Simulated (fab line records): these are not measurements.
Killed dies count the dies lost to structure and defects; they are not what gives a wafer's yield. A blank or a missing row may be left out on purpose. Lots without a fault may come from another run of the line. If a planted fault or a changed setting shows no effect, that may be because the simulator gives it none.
Struck lot and sound lot, side by side | flow nand_harc | 15 steps out of a route of 1302
Sound: these wafers, L284.1, L284.5, L284.6. The struck wafers were L287.1, L287.2, L287.5. The cause is given at the end.
Per side, at each step with rows, come the tool, then ch with its chambers, and then its first start. Under that, the readings that differ: sound wafers | struck wafers | difference of the means | sigmas: that difference in standard deviations of wafers without a fault.
alike: readings whose means differ by less than 2 such deviations, and words and numbers that are the same on both sides. not compared: withheld readings, readings that some wafer has no value for, bounds like >300 that may hide the same value, and numbers for which the record gives no deviation and whose values overlap.
The two part at a step that has a row with sigmas, a row that says differs or no value, or rows on one side only. Non-overlapping numbers with no deviation appear without sigmas and do not part them. Lack of a reading on every wafer of one side parts them only where that side has two or more wafers.

first, 1 step without rows for these wafers: NHARC_A_CHANNEL_HOLE_D1_STRIP_43 (strips in O2/COS).
NHARC_A_CHANNEL_HOLE_D1_ETCH_44: etches the open film in CF4/O2, target depth 140 nm, overetch 14 nm, time 77 s.
  sound on rie_diel-10 ch 0,3, day 12 09:17; struck on rie_diel-08 ch 0,1, day 13 14:16
  reading                     | sound       | struck      | difference | sigmas
  drypump_motor_current_A (A) | 5.3 5.3 5.7 | 5.7 6.4 6.4 | +0.7       | +2
  alike: bias_w, oes_product_au, rf_vpp_V, showerhead_plenum_p_Torr, throttle_valve_pct
  not compared: rf_hours_counter_h
NHARC_A_CHANNEL_HOLE_D1_STRIP_27: strips in O2.
  sound on rie_diel-10 ch 0,3; struck on rie_diel-08 ch 1,2,3
  alike: drypump_motor_current_A, oes_product_au, rf_vpp_V, showerhead_plenum_p_Torr, throttle_valve_pct
  not compared: rf_hours_counter_h
then, 2 steps without rows for these wafers: NHARC_A_CHANNEL_HOLE_D1_PRECLEAN_28 (cleans in SC1); NHARC_A_CHANNEL_HOLE_D1_SRD_29.
NHARC_A_CHANNEL_HOLE_D1_CD_MEAS_30:
  sound on cd_sem-01 at day 12 10:12; struck on cd_sem-01 at day 13 15:02
  alike: cd_nm
NHARC_A_CHANNEL_HOLE_D1_XSEM_31:
  sound on xsem-02 ch 0, day 12 10:17; struck on xsem-01 ch 0, day 13 15:08
  alike: bot_cd_nm, bow_nm, tilt_deg
NHARC_A_CHANNEL_HOLE_D1_INSPECT_40:
  sound on defect_inspect-01 at day 12 10:23; struck on defect_inspect-02 at day 13 15:14
  alike: raw_defect_count
then, 2 steps without rows for these wafers: NHARC_A_CHANNEL_FILL_D1_PRECLEAN_00 (cleans in SC1); NHARC_A_CHANNEL_FILL_D1_SRD_01.
NHARC_A_CHANNEL_FILL_D1_ALD_02: deposits SiO2, target thk 6 nm, pulse time 10 s, ald cycles 60.
  sound on ald_hk-02 ch 1,2, day 12 10:35; struck on ald_hk-02 ch 0,1,3, day 13 15:43
  alike: ald_cycles, heater_power_w, precursor_pulse_height_rel
then, 1 step without rows for these wafers: NHARC_A_CHANNEL_FILL_D1_ALD_03 (deposits SiNx, target thk 6 nm, pulse time 60 s, ald cycles 58).
NHARC_A_CHANNEL_FILL_D1_ALD_14: deposits SiO2, target thk 2.5 nm, pulse time 10 s, ald cycles 25.
  sound on ald_hk-04 ch 1,2, day 12 18:02; struck on ald_hk-04 ch 2,3, day 13 22:55
  reading    | sound    | struck   | difference | sigmas
  ald_cycles | 25 25 25 | 28 28 28 | +3         |
  alike: heater_power_w, precursor_pulse_height_rel
NHARC_A_CHANNEL_FILL_D1_ALD_15: deposits SiNx, target thk 2 nm, pulse time 60 s, ald cycles 19.
  sound on ald_sin_batch-03 ch 0; struck on ald_sin_batch-01 ch 0
  alike: ald_cycles, precursor_pulse_height_rel
after that, 1 step had no rows for these wafers: NHARC_END_SORT_01.

== WHERE THEY PART ==
NHARC_A_CHANNEL_HOLE_D1_ETCH_44 only, going by this record. Later steps at which nothing parts them and some readings are alike: NHARC_A_CHANNEL_HOLE_D1_STRIP_27, NHARC_A_CHANNEL_HOLE_D1_CD_MEAS_30, NHARC_A_CHANNEL_HOLE_D1_XSEM_31, NHARC_A_CHANNEL_HOLE_D1_INSPECT_40, NHARC_A_CHANNEL_FILL_D1_ALD_02, NHARC_A_CHANNEL_FILL_D1_ALD_14, NHARC_A_CHANNEL_FILL_D1_ALD_15.

WHY: whatever the simulator had introduced
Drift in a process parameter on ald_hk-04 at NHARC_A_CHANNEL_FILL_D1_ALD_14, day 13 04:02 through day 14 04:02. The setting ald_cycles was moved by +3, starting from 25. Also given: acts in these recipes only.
